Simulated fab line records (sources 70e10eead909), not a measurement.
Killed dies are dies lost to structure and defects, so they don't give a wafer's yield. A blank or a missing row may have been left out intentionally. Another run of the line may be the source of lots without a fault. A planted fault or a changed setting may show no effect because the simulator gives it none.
Comparing a struck lot with a sound one + flow nandHarc + 15 steps out of a route of 1302
Sound: wafers L147.1, L147.5, L147.6. Struck: wafers L162.1, L162.3. (L162.4 of the same lot was not struck and is left out.) The cause comes at the end.
Per side, at each step with rows, come the tool, then ch with its chambers, and then its first start. Under that, the readings that differ: sound wafers + struck wafers + difference of the means + sigmas: that difference in standard deviations of wafers without a fault.
alike: readings whose means differ by less than 2 such deviations, and words and numbers that are the same on both sides. not compared: withheld readings, readings that some wafer has no value for, bounds like >300 that may hide the same value, and numbers for which the record gives no deviation and whose values overlap.
The two part at a step that has a row with sigmas, a row that says differs or no value, or rows on one side only. When numbers do not overlap yet have no deviation, they are printed without sigmas and do not part them. A reading missing from all wafers of one side parts the sides only when that side holds two or more wafers.

first, 8 steps without rows for these wafers: NHARC_A_CHANNEL_HOLE_D2_COAT_36 (time 75 s); NHARC_A_CHANNEL_HOLE_D2_COAT_37 (time 65 s); NHARC_A_CHANNEL_HOLE_D2_COAT_04 (resist thk 90 nm); NHARC_A_CHANNEL_HOLE_D2_SOFTBAKE_05 (time 55 s); NHARC_A_CHANNEL_HOLE_D2_EBR_06; NHARC_A_CHANNEL_HOLE_D2_EXPOSE_07 (exposes mask HOLE D2, target cd 100 nm); NHARC_A_CHANNEL_HOLE_D2_PEB_08 (peb time 65 s); NHARC_A_CHANNEL_HOLE_D2_DEVELOP_09 (develop time 35 s).
NHARC_A_CHANNEL_HOLE_D2_CD_MEAS_10: the cd target is 100 nm.
  sound on cdSem-03 ch 0, day 14 19:19; struck on cdSem-01 ch 0, day 20 21:17
  alike: cdNm
NHARC_A_CHANNEL_HOLE_D2_OVL_MEAS_11:
  sound on overlay-01 at day 14 19:25; struck on overlay-01 at day 20 21:23
  alike: overlayXNm, overlayYNm
NHARC_A_CHANNEL_HOLE_D2_INSPECT_12:
  sound on defectInspect-01 at day 14 19:27; struck on defectInspect-01 at day 20 21:25
  alike: rawDefectCount
NHARC_A_CHANNEL_HOLE_D2_DESCUM_15: chemistry O2, time 3 s.
  sound on rieDiel-07 ch 0,2,3, day 14 19:32; struck on rieDiel-13 ch 1,3, day 20 21:28
  alike: drypumpMotorCurrentA, mfcArSccm, oesProductAu, rfVppV, showerheadPlenumPTorr, throttleValvePct
  not compared: rfHoursCounterH
NHARC_A_CHANNEL_HOLE_D2_ETCH_38: etches the open film in CF4, target depth 39 nm, time 65 s.
  sound on rieDiel-07 ch 0,3, day 14 19:36; struck on rieDiel-13 ch 0,2, day 20 21:34
| reading        | sound          | struck    | difference | sigmas |
|----------------|----------------|-----------|------------|--------|
| runLengthS (s) | 86.2 86.4 87.4 | 69.3 69.0 | -17.5      | -38    |
  alike: drypumpMotorCurrentA, mfcArSccm, oesProductAu, rfVppV, showerheadPlenumPTorr, throttleValvePct
  not compared: rfHoursCounterH
NHARC_A_CHANNEL_HOLE_D2_ETCH_39: etches the open film in N2/H2, target depth 260 nm, time 325 s.
  sound on rieDiel-07 ch 0,1,3; struck on rieDiel-13 ch 2,3
  alike: drypumpMotorCurrentA, mfcArSccm, oesProductAu, rfVppV, runLengthS, showerheadPlenumPTorr, throttleValvePct
  not compared: rfHoursCounterH
-- jump in the record: it breaks off in module A_CHANNEL_HOLE_D2 and resumes in module END (first step shown: number 1302 of the route), and 11 days separate the struck wafers' starts before and after --
NHARC_END_SORT_01:
  only the struck wafers appear in the record here, on prober-01 ch 0 at day 32 06:04; the sound ones have no rows

== WHERE THEY PART ==
Earliest at NHARC_A_CHANNEL_HOLE_D2_ETCH_38; latest, in this record, at NHARC_END_SORT_01.

WHY: the cause the simulator had injected
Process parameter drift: rieDiel-13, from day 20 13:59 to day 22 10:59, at NHARC_A_CHANNEL_HOLE_D2_ETCH_38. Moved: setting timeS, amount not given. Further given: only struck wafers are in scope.
